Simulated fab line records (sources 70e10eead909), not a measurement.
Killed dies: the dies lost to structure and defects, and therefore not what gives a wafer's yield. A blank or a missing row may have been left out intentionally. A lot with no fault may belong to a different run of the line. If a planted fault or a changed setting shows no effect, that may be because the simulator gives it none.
Which tool was responsible? :: flow nand-harc :: Sampling: 6 lots, 18 wafers, 3 of 1302 route steps

== WHAT THE GAUGES READ, wafer by wafer ==
NHARC_A_BONDPAD_OVL_MEAS_35.
lot: L577
measured: day 23 18:49
on: overlay-02
overlay-x-nm (nm): 0 0 0

lot: L580
measured: day 24 21:46
on: overlay-02
overlay-x-nm (nm): 0 0 0

lot: L584
measured: day 27 01:20
on: overlay-01
overlay-x-nm (nm): 3 2 3

lot: L589
measured: day 28 13:32
on: overlay-02
overlay-x-nm (nm): 7 7 7

lot: L588
measured: day 29 00:26
on: overlay-01
overlay-x-nm (nm): -10 -11 -11

lot: L597
measured: day 33 02:42
on: overlay-02
overlay-x-nm (nm): 6 6 6

== TOOL THAT RAN EACH LOT (tool first, then ch and the chambers of the sampled wafers, then the start) ==
lot: L577
NHARC_A_WL_FILL_CVD_03: cvd-w-02 ch 0,1, day 21 03:02
NHARC_A_M1_DEP_33: pecvd-02 ch 1,2, day 23 17:04

lot: L580
NHARC_A_WL_FILL_CVD_03: cvd-w-02 ch 0,1, day 22 08:33
NHARC_A_M1_DEP_33: pecvd-01 ch 0,1,2, day 24 20:06

lot: L584
NHARC_A_WL_FILL_CVD_03: cvd-w-02 ch 0,1, day 24 04:41
NHARC_A_M1_DEP_33: pecvd-02 ch 1,2, day 26 23:28

lot: L589
NHARC_A_WL_FILL_CVD_03: cvd-w-01 ch 1, day 25 21:40
NHARC_A_M1_DEP_33: pecvd-02 ch 0,2, day 28 11:43

lot: L588
NHARC_A_WL_FILL_CVD_03: cvd-w-02 ch 0,1, day 26 10:47
NHARC_A_M1_DEP_33: pecvd-01 ch 0,2, day 28 22:39

lot: L597
NHARC_A_WL_FILL_CVD_03: cvd-w-01 ch 0,1, day 29 14:56
NHARC_A_M1_DEP_33: pecvd-04 ch 1,2, day 33 00:50
- NHARC_A_WL_FILL_CVD_03: deposits W, target thk 40 nm, time 279 s.
- NHARC_A_M1_DEP_33: deposits SiCN, target thk 30 nm.

== THE ANSWER, worked out from the rows above alone ==
Rule: usual is defined by the lots themselves. The widest of any qualifying gaps counts: lots, ordered by their means at a reading, are off when they make up no more than a third of the lots, leave a main group of 4 or more, and stand apart from it by 3 or more times the standard deviation of that group's means. A main group is skipped when, at the precision printed for the reading in the tables above, its means are all equal. A lot without any number at a reading at which 4 lots or more have one is off too. The other lots that the step has rows for count as sound.
Off: L588 (NHARC_A_BONDPAD_OVL_MEAS_35, overlay-x-nm). For the main group the mean is 3 nm and the standard deviation 2.9.
A tool fits if, at a process step before that reading, it ran every lot that is off, and no sound lot after the first of them. The gauges at NHARC_A_BONDPAD_OVL_MEAS_35 are tried like those tools. Can't be told from this: 3 tools fit, cvd-w-02 at NHARC_A_WL_FILL_CVD_03, pecvd-01 at NHARC_A_M1_DEP_33, overlay-01 at NHARC_A_BONDPAD_OVL_MEAS_35.

== WHAT THE SIMULATOR PUT IN ==
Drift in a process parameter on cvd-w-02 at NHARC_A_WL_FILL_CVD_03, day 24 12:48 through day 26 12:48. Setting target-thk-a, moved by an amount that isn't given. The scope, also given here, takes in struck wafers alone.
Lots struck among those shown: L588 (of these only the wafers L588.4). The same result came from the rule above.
